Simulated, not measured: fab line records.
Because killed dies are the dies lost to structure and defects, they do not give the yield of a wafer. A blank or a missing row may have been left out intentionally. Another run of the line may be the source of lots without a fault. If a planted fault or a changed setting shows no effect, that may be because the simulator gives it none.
Matching of chambers ; flow n5-finfet ; N5_BEOL_M8_CURE_74 on uv-cure-02: 3 sister chambers
The step cures SiCOH lowk, time 240 s. 14 wafers are shown with their chamber, then 7 later ones without.

== WAFERS PAIRED WITH THEIR CHAMBERS ==
wafer;chamber;wafer_temp_C_max;lamp-power-pct (%)
L310.3;0;386.8;52.26
L310.5;0;387.0;52.31
L310.6;0;387.0;52.29
L323.1;1;386.6;52.42
L323.4;1;386.5;52.28
L323.5;1;386.3;52.32
L324.2;0;386.9;52.37
L324.4;0;387.6;52.26
L324.5;0;388.6;52.32
L329.1;2;387.1;52.28
L329.4;2;387.5;52.38
L329.6;2;387.3;52.23
L328.1;1;386.2;52.23
L328.3;1;386.2;52.23

SIGNATURES (averages over the wafers above)
reading;chamber 0;chamber 1;chamber 2;scatter within a chamber
wafer_temp_C_max;387.317;386.360;387.300;0.484
lamp-power-pct;52.3017;52.2960;52.2967;0.0642
Rule: for each reading, subtract the chamber's mean from the wafer's reading, divide by that reading's scatter and square the result; add these up over the readings and take the root, which gives the wafer's distance from the chamber. The wafer belongs to the nearest chamber; if the next one is less than 2 further off, it can't be placed. The scatter is the square root of a quotient: the sum, over the shown wafers, of each reading's squared deviation from its chamber's mean, divided by wafers minus chambers.

== WAFERS MISSING THEIR CHAMBER ==
wafer;wafer_temp_C_max;lamp-power-pct (%)
L328.4;386.1;52.32
L330.2;387.2;52.36
L330.4;387.4;52.35
L330.5;387.3;52.29
L332.1;387.0;52.28
L332.4;387.1;52.39
L332.5;387.2;52.31

== CHAMBER TAKEN BY EACH ==
wafer;from the rows above;in truth
L328.4;can't be placed: 1 or 2 or 0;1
L330.2;can't be placed: 0 or 2 or 1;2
L330.4;can't be placed: 0 or 2 or 1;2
L330.5;can't be placed: 2 or 0 or 1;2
L332.1;can't be placed: 2 or 0 or 1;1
L332.4;can't be placed: 0 or 2 or 1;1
L332.5;can't be placed: 0 or 2 or 1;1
Correct placement for 0 of the 7. Cannot be placed on the basis of these rows: 7; the candidates contain the true chamber in 7. Wrongly placed: 0.
